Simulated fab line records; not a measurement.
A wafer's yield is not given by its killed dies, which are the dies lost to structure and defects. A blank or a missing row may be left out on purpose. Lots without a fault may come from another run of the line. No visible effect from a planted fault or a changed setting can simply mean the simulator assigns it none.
Problem report, 8D (eight disciplines) form, completed by code ; flow nand_harc ; the parts of the form that need people (team, actions taken, sign-off) are left out

1. WHAT WENT WRONG
Wafers without a fault read 30, standard deviation 9.1; killed_dies at NHARC_END_SORT_01 reads a mean of 92 on 6 wafers belonging to 2 lots. That puts it +6.8 standard deviations away from the usual mean.
First observed at day 21 11:17: wafer L102.1, on prober-01. At this step, 6 wafers from 2 lots have a number in the record. Rule for "out" (also "out of limits"): further than 4 standard deviations from the usual mean. Any other wafer with a number is counted as sound.

2. WHAT IT IS AND WHAT IT IS NOT
question;is;is not
which readings at this step;killed_dies, killed_at_array;killed_at_periphery, killed_open, killed_short
which lots;L102, L104;-
which wafers of those lots;all that have a number;-
read on which gauges;prober-01, prober-02;-
when;from day 21 11:17;up to then (0 sound wafers)

3. THE SUSPECTS, EACH WITH WHAT RULES IT OUT
Counting: a tool at a process step up to the reading stays a suspect if it ran every lot that is out and no sound lot after the first of them.
- the gauge at NHARC_END_SORT_01 is ruled out. 2 gauges (prober-01, prober-02) read the wafers that are out.
- wet_bench-09 at NHARC_A_STAIRCASE_STRIP_206 (strips in SPM, time 900 s): kept. It ran every lot that is out, first L102 (day 13 14:34), and no sound lot after that.
Remaining after the count: wet_bench-09 at NHARC_A_STAIRCASE_STRIP_206.

4. THE CAUSE (what the simulator had put in)
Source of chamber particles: wet_bench-09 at NHARC_A_STAIRCASE_STRIP_206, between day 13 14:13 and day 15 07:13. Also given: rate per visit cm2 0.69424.
Counting left only this tool.

5. THE CHAIN OF EFFECTS, in route order
Each row: a reading where the mean over the struck wafers with a number is more than 3 standard deviations away from the usual. Scope: only readings with a usual standard deviation given in the record; hours: median across lots of the time from each lot's start at the first step in this table that gives one to its start at this step; sigmas: change in usual standard deviations.
hours;step;reading;usual;on struck wafers;change;sigmas
0;NHARC_END_SORT_01;killed_at_array;26;88;+62;+6.9
0;NHARC_END_SORT_01;killed_dies;30;92;+62;+6.8

6. HOW IT WOULD HAVE BEEN CAUGHT EARLIER
In this record the first reading out of limits at a measuring or inspecting step was taken at day 21 11:17, 189 hours after the fault began at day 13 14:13.
Of the tool readings at NHARC_A_STAIRCASE_STRIP_206 for which the record gives a usual standard deviation, none was out on any struck wafer, so an alarm limit of 4 standard deviations on them would not have fired.
All the lots that are out (2) had begun NHARC_A_STAIRCASE_STRIP_206 on wet_bench-09 by day 21 11:17. A hold on the tool at that time would have spared none of them.
